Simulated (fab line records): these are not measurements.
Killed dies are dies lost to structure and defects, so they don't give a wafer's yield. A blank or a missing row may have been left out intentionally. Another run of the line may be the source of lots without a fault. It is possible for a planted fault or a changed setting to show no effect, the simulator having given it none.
Which tool did it? / flow nandHarc / 24 lots, 72 wafers sampled, at 6 steps of a route of 1302

WHAT EACH GAUGE READ, for each wafer
NHARC_A_M0_INSPECT_11. Usual: rawDefectCount 89, standard deviation 37.
lot=L074; measured=day 23 04:00; on=defectInspect-02; rawDefectCount=93 100 93; flag=
lot=L076; measured=day 23 04:29; on=defectInspect-02; rawDefectCount=81 83 77; flag=
lot=L075; measured=day 23 08:46; on=defectInspect-01; rawDefectCount=84 80 90; flag=
lot=L077; measured=day 23 20:23; on=defectInspect-02; rawDefectCount=146 153 166; flag=
lot=L078; measured=day 24 02:17; on=defectInspect-02; rawDefectCount=57 48 75; flag=
lot=L080; measured=day 25 02:57; on=defectInspect-02; rawDefectCount=118 112 96; flag=
lot=L079; measured=day 25 03:34; on=defectInspect-01; rawDefectCount=123 132 113; flag=
lot=L083; measured=day 26 06:44; on=defectInspect-01; rawDefectCount=127 123 136; flag=
lot=L081; measured=day 27 00:38; on=defectInspect-02; rawDefectCount=31 30 36; flag=
lot=L082; measured=day 27 07:59; on=defectInspect-01; rawDefectCount=74 68 76; flag=
lot=L085; measured=day 27 09:40; on=defectInspect-02; rawDefectCount=78 102 95; flag=
lot=L084; measured=day 27 11:38; on=defectInspect-01; rawDefectCount=64 81 63; flag=
lot=L087; measured=day 28 03:49; on=defectInspect-01; rawDefectCount=104 110 80; flag=
lot=L086; measured=day 28 06:42; on=defectInspect-01; rawDefectCount=163 143 144; flag=
lot=L088; measured=day 29 06:08; on=defectInspect-01; rawDefectCount=96 105 95; flag=
lot=L089; measured=day 29 17:25; on=defectInspect-01; rawDefectCount=121 123 116; flag=
lot=L090; measured=day 29 19:56; on=defectInspect-02; rawDefectCount=36 42 42; flag=
lot=L091; measured=day 30 10:43; on=defectInspect-01; rawDefectCount=149 158 141; flag=
lot=L092; measured=day 30 10:30; on=defectInspect-02; rawDefectCount=24 25 25; flag=
lot=L093; measured=day 30 16:23; on=defectInspect-02; rawDefectCount=36 35 37; flag=
lot=L095; measured=day 31 09:01; on=defectInspect-02; rawDefectCount=57 71 55; flag=
lot=L094; measured=day 31 09:20; on=defectInspect-01; rawDefectCount=94 67 78; flag=
lot=L096; measured=day 32 02:02; on=defectInspect-02; rawDefectCount=119 103 108; flag=
lot=L097; measured=day 32 06:05; on=defectInspect-01; rawDefectCount=82 74 57; flag=

NHARC_A_M0_THK_MEAS_24: measures by xrf. Usual: thkNm 114.0 nm, standard deviation 1.3.
lot=L074; measured=day 23 06:25; on=filmMetro-01; thkNm (nm)=115.7 113.0 116.2; flag=
lot=L076; measured=day 23 06:55; on=filmMetro-02; thkNm (nm)=112.9 112.8 117.5; flag=
lot=L075; measured=day 23 11:08; on=filmMetro-02; thkNm (nm)=115.3 114.4 114.9; flag=
lot=L077; measured=day 23 22:47; on=filmMetro-01; thkNm (nm)=111.9 112.2 114.6; flag=
lot=L078; measured=day 24 04:40; on=filmMetro-01; thkNm (nm)=115.6 113.9 114.2; flag=
lot=L080; measured=day 25 05:20; on=filmMetro-01; thkNm (nm)=113.9 110.9 114.4; flag=
lot=L079; measured=day 25 05:57; on=filmMetro-02; thkNm (nm)=114.2 112.4 114.8; flag=
lot=L083; measured=day 26 09:11; on=filmMetro-02; thkNm (nm)=114.3 115.5 113.5; flag=
lot=L081; measured=day 27 03:02; on=filmMetro-01; thkNm (nm)=115.6 112.6 112.4; flag=
lot=L082; measured=day 27 10:21; on=filmMetro-01; thkNm (nm)=114.7 115.1 115.0; flag=
lot=L085; measured=day 27 12:03; on=filmMetro-02; thkNm (nm)=116.2 112.4 112.8; flag=
lot=L084; measured=day 27 14:01; on=filmMetro-02; thkNm (nm)=114.9 112.8 112.8; flag=
lot=L087; measured=day 28 06:12; on=filmMetro-02; thkNm (nm)=114.1 114.6 116.0; flag=
lot=L086; measured=day 28 09:05; on=filmMetro-02; thkNm (nm)=112.8 113.5 112.9; flag=
lot=L088; measured=day 29 08:34; on=filmMetro-01; thkNm (nm)=113.6 113.7 113.4; flag=
lot=L089; measured=day 29 19:47; on=filmMetro-01; thkNm (nm)=114.5 115.2 113.5; flag=
lot=L090; measured=day 29 22:20; on=filmMetro-01; thkNm (nm)=113.3 113.0 112.5; flag=
lot=L091; measured=day 30 13:16; on=filmMetro-02; thkNm (nm)=113.1 113.1 113.8; flag=
lot=L092; measured=day 30 13:04; on=filmMetro-02; thkNm (nm)=116.1 114.6 113.1; flag=
lot=L093; measured=day 30 18:46; on=filmMetro-01; thkNm (nm)=115.6 114.4 113.4; flag=
lot=L095; measured=day 31 11:29; on=filmMetro-02; thkNm (nm)=114.4 113.4 112.9; flag=
lot=L094; measured=day 31 11:46; on=filmMetro-02; thkNm (nm)=115.4 113.0 112.9; flag=
lot=L096; measured=day 32 04:27; on=filmMetro-02; thkNm (nm)=115.0 116.1 113.2; flag=
lot=L097; measured=day 32 08:28; on=filmMetro-02; thkNm (nm)=113.4 115.2 114.8; flag=

TOOL THAT RAN EACH LOT (tool first, then ch and the chambers of the sampled wafers, then the start)
lot=L074; NHARC_A_CONTACT_ETCH_135=harCapEtch-02 ch 0,1, day 22 14:43; NHARC_A_CONTACT_ETCH_137=harCapEtch-02 ch 0,1, day 22 15:16; NHARC_A_CONTACT_ETCH_139=harCapEtch-02 ch 0,1, day 22 15:50; NHARC_A_BLC_DEGAS_30=pvdSputter-01, day 23 01:35
lot=L076; NHARC_A_CONTACT_ETCH_135=harCapEtch-03 ch 0, day 22 16:01; NHARC_A_CONTACT_ETCH_137=harCapEtch-03 ch 0, day 22 16:34; NHARC_A_CONTACT_ETCH_139=harCapEtch-03 ch 0, day 22 17:07; NHARC_A_BLC_DEGAS_30=pvdSputter-02, day 23 01:56
lot=L075; NHARC_A_CONTACT_ETCH_135=harCapEtch-01 ch 0,1, day 22 21:35; NHARC_A_CONTACT_ETCH_137=harCapEtch-01 ch 0,1, day 22 22:07; NHARC_A_CONTACT_ETCH_139=harCapEtch-01 ch 0,1, day 22 22:40; NHARC_A_BLC_DEGAS_30=pvdSputter-02, day 23 06:22
lot=L077; NHARC_A_CONTACT_ETCH_135=harCapEtch-02 ch 0,1, day 23 11:21; NHARC_A_CONTACT_ETCH_137=harCapEtch-02 ch 0,1, day 23 11:53; NHARC_A_CONTACT_ETCH_139=harCapEtch-02 ch 0,1, day 23 12:26; NHARC_A_BLC_DEGAS_30=pvdSputter-01, day 23 17:58
lot=L078; NHARC_A_CONTACT_ETCH_135=harCapEtch-03 ch 0,1, day 23 17:23; NHARC_A_CONTACT_ETCH_137=harCapEtch-03 ch 0,1, day 23 17:56; NHARC_A_CONTACT_ETCH_139=harCapEtch-03 ch 0,1, day 23 18:28; NHARC_A_BLC_DEGAS_30=pvdSputter-03, day 23 23:59
lot=L080; NHARC_A_CONTACT_ETCH_135=harCapEtch-02 ch 0,1, day 24 18:00; NHARC_A_CONTACT_ETCH_137=harCapEtch-02 ch 0,1, day 24 18:32; NHARC_A_CONTACT_ETCH_139=harCapEtch-02 ch 0,1, day 24 19:05; NHARC_A_BLC_DEGAS_30=pvdSputter-02, day 25 00:28
lot=L079; NHARC_A_CONTACT_ETCH_135=harCapEtch-03 ch 0,1, day 24 18:31; NHARC_A_CONTACT_ETCH_137=harCapEtch-03 ch 0,1, day 24 19:04; NHARC_A_CONTACT_ETCH_139=harCapEtch-03 ch 0,1, day 24 19:37; NHARC_A_BLC_DEGAS_30=pvdSputter-01, day 25 01:10
lot=L083; NHARC_A_CONTACT_ETCH_135=harCapEtch-02 ch 0,1, day 25 21:50; NHARC_A_CONTACT_ETCH_137=harCapEtch-02 ch 0,1, day 25 22:22; NHARC_A_CONTACT_ETCH_139=harCapEtch-02 ch 0,1, day 25 22:55; NHARC_A_BLC_DEGAS_30=pvdSputter-01, day 26 04:20
lot=L081; NHARC_A_CONTACT_ETCH_135=harCapEtch-02 ch 0,1, day 26 15:47; NHARC_A_CONTACT_ETCH_137=harCapEtch-02 ch 0,1, day 26 16:20; NHARC_A_CONTACT_ETCH_139=harCapEtch-02 ch 0,1, day 26 16:52; NHARC_A_BLC_DEGAS_30=pvdSputter-02, day 26 22:22
lot=L082; NHARC_A_CONTACT_ETCH_135=harCapEtch-01 ch 0,1, day 26 22:35; NHARC_A_CONTACT_ETCH_137=harCapEtch-01 ch 0,1, day 26 23:08; NHARC_A_CONTACT_ETCH_139=harCapEtch-01 ch 0,1, day 26 23:40; NHARC_A_BLC_DEGAS_30=pvdSputter-03, day 27 05:34
lot=L085; NHARC_A_CONTACT_ETCH_135=harCapEtch-01 ch 0,1, day 27 01:05; NHARC_A_CONTACT_ETCH_137=harCapEtch-01 ch 0,1, day 27 01:37; NHARC_A_CONTACT_ETCH_139=harCapEtch-01 ch 0,1, day 27 02:10; NHARC_A_BLC_DEGAS_30=pvdSputter-03, day 27 07:23
lot=L084; NHARC_A_CONTACT_ETCH_135=harCapEtch-01 ch 0,1, day 27 02:31; NHARC_A_CONTACT_ETCH_137=harCapEtch-01 ch 0,1, day 27 03:03; NHARC_A_CONTACT_ETCH_139=harCapEtch-01 ch 0,1, day 27 03:35; NHARC_A_BLC_DEGAS_30=pvdSputter-02, day 27 09:06
lot=L087; NHARC_A_CONTACT_ETCH_135=harCapEtch-03 ch 0,1, day 27 18:23; NHARC_A_CONTACT_ETCH_137=harCapEtch-03 ch 0,1, day 27 18:55; NHARC_A_CONTACT_ETCH_139=harCapEtch-03 ch 0,1, day 27 19:28; NHARC_A_BLC_DEGAS_30=pvdSputter-03, day 28 01:25
lot=L086; NHARC_A_CONTACT_ETCH_135=harCapEtch-02 ch 0,1, day 27 21:46; NHARC_A_CONTACT_ETCH_137=harCapEtch-02 ch 0,1, day 27 22:19; NHARC_A_CONTACT_ETCH_139=harCapEtch-02 ch 0,1, day 27 22:52; NHARC_A_BLC_DEGAS_30=pvdSputter-03, day 28 04:26
lot=L088; NHARC_A_CONTACT_ETCH_135=harCapEtch-01 ch 0, day 28 21:11; NHARC_A_CONTACT_ETCH_137=harCapEtch-01 ch 0, day 28 21:43; NHARC_A_CONTACT_ETCH_139=harCapEtch-01 ch 0, day 28 22:16; NHARC_A_BLC_DEGAS_30=pvdSputter-02, day 29 03:44
lot=L089; NHARC_A_CONTACT_ETCH_135=harCapEtch-02 ch 0, day 29 08:39; NHARC_A_CONTACT_ETCH_137=harCapEtch-02 ch 0, day 29 09:11; NHARC_A_CONTACT_ETCH_139=harCapEtch-02 ch 0, day 29 09:44; NHARC_A_BLC_DEGAS_30=pvdSputter-02, day 29 15:09
lot=L090; NHARC_A_CONTACT_ETCH_135=harCapEtch-03 ch 0,1, day 29 10:58; NHARC_A_CONTACT_ETCH_137=harCapEtch-03 ch 0,1, day 29 11:30; NHARC_A_CONTACT_ETCH_139=harCapEtch-03 ch 0,1, day 29 12:02; NHARC_A_BLC_DEGAS_30=pvdSputter-03, day 29 17:34
lot=L091; NHARC_A_CONTACT_ETCH_135=harCapEtch-02 ch 0,1, day 30 00:54; NHARC_A_CONTACT_ETCH_137=harCapEtch-02 ch 0,1, day 30 01:26; NHARC_A_CONTACT_ETCH_139=harCapEtch-02 ch 0,1, day 30 01:59; NHARC_A_BLC_DEGAS_30=pvdSputter-01, day 30 08:14
lot=L092; NHARC_A_CONTACT_ETCH_135=harCapEtch-03 ch 0,1, day 30 01:31; NHARC_A_CONTACT_ETCH_137=harCapEtch-03 ch 0,1, day 30 02:02; NHARC_A_CONTACT_ETCH_139=harCapEtch-03 ch 0,1, day 30 02:35; NHARC_A_BLC_DEGAS_30=pvdSputter-02, day 30 08:05
lot=L093; NHARC_A_CONTACT_ETCH_135=harCapEtch-03 ch 0,1, day 30 07:28; NHARC_A_CONTACT_ETCH_137=harCapEtch-03 ch 0,1, day 30 08:01; NHARC_A_CONTACT_ETCH_139=harCapEtch-03 ch 0,1, day 30 08:33; NHARC_A_BLC_DEGAS_30=pvdSputter-01, day 30 14:01
lot=L095; NHARC_A_CONTACT_ETCH_135=harCapEtch-03 ch 0,1, day 30 23:56; NHARC_A_CONTACT_ETCH_137=harCapEtch-03 ch 0,1, day 31 00:29; NHARC_A_CONTACT_ETCH_139=harCapEtch-03 ch 0,1, day 31 01:01; NHARC_A_BLC_DEGAS_30=pvdSputter-01, day 31 06:37
lot=L094; NHARC_A_CONTACT_ETCH_135=harCapEtch-01 ch 0,1, day 31 00:13; NHARC_A_CONTACT_ETCH_137=harCapEtch-01 ch 0,1, day 31 00:46; NHARC_A_CONTACT_ETCH_139=harCapEtch-01 ch 0,1, day 31 01:19; NHARC_A_BLC_DEGAS_30=pvdSputter-02, day 31 06:57
lot=L096; NHARC_A_CONTACT_ETCH_135=harCapEtch-02 ch 0,1, day 31 17:14; NHARC_A_CONTACT_ETCH_137=harCapEtch-02 ch 0,1, day 31 17:47; NHARC_A_CONTACT_ETCH_139=harCapEtch-02 ch 0,1, day 31 18:19; NHARC_A_BLC_DEGAS_30=pvdSputter-02, day 31 23:47
lot=L097; NHARC_A_CONTACT_ETCH_135=harCapEtch-03 ch 0,1, day 31 21:13; NHARC_A_CONTACT_ETCH_137=harCapEtch-03 ch 0,1, day 31 21:46; NHARC_A_CONTACT_ETCH_139=harCapEtch-03 ch 0,1, day 31 22:19; NHARC_A_BLC_DEGAS_30=pvdSputter-03, day 32 03:40
- NHARC_A_CONTACT_ETCH_135: etches the open film in C4F8/O2/Ar, time 311 s, target depth 1912 nm.
- NHARC_A_CONTACT_ETCH_137: etches the open film in C4F8/O2/Ar, time 311 s, target depth 1912 nm.
- NHARC_A_CONTACT_ETCH_139: etches the open film in C4F8/O2/Ar, time 195 s, target depth 840 nm.
- NHARC_A_BLC_DEGAS_30: time 60 s.

WHAT THE TOOLS THEMSELVES READ (means of the sampled wafers that have a number; where no wafer has one, the mark that the record gives instead)
NHARC_A_BLC_DEGAS_30. Usual: heaterPowerW 491 W, standard deviation 43.
lot=L074; tool=pvdSputter-01; heaterPowerW (W)=507; flag=
lot=L076; tool=pvdSputter-02; heaterPowerW (W)=475; flag=
lot=L075; tool=pvdSputter-02; heaterPowerW (W)=499; flag=
lot=L077; tool=pvdSputter-01; heaterPowerW (W)=481; flag=
lot=L078; tool=pvdSputter-03; heaterPowerW (W)=472; flag=
lot=L080; tool=pvdSputter-02; heaterPowerW (W)=543; flag=
lot=L079; tool=pvdSputter-01; heaterPowerW (W)=498; flag=
lot=L083; tool=pvdSputter-01; heaterPowerW (W)=482; flag=
lot=L081; tool=pvdSputter-02; heaterPowerW (W)=505; flag=
lot=L082; tool=pvdSputter-03; heaterPowerW (W)=448; flag=
lot=L085; tool=pvdSputter-03; heaterPowerW (W)=444; flag=
lot=L084; tool=pvdSputter-02; heaterPowerW (W)=512; flag=
lot=L087; tool=pvdSputter-03; heaterPowerW (W)=455; flag=
lot=L086; tool=pvdSputter-03; heaterPowerW (W)=469; flag=
lot=L088; tool=pvdSputter-02; heaterPowerW (W)=490; flag=
lot=L089; tool=pvdSputter-02; heaterPowerW (W)=483; flag=
lot=L090; tool=pvdSputter-03; heaterPowerW (W)=450; flag=
lot=L091; tool=pvdSputter-01; heaterPowerW (W)=473; flag=
lot=L092; tool=pvdSputter-02; heaterPowerW (W)=496; flag=
lot=L093; tool=pvdSputter-01; heaterPowerW (W)=474; flag=
lot=L095; tool=pvdSputter-01; heaterPowerW (W)=488; flag=
lot=L094; tool=pvdSputter-02; heaterPowerW (W)=527; flag=
lot=L096; tool=pvdSputter-02; heaterPowerW (W)=491; flag=
lot=L097; tool=pvdSputter-03; heaterPowerW (W)=447; flag=

THE ANSWER, worked out from the rows above alone
Rule: a lot is off if the mean of its wafers that have a number lies more than 3 standard deviations from the usual mean. A lot without any number at a reading at which 4 lots or more have one is off too. Where the step has rows for the other lots, those lots are counted as sound. After the gauges, taken in route order, come the tools' own readings; for these a lot's mean is taken, as printed above. The first step at which some lot is off is used, and at that step the reading that is off furthest; a lot without a number counts as furthest.
Across all readings shown, no lot is off: no conclusion can be drawn from this.

WHAT WAS PUT IN BY THE SIMULATOR
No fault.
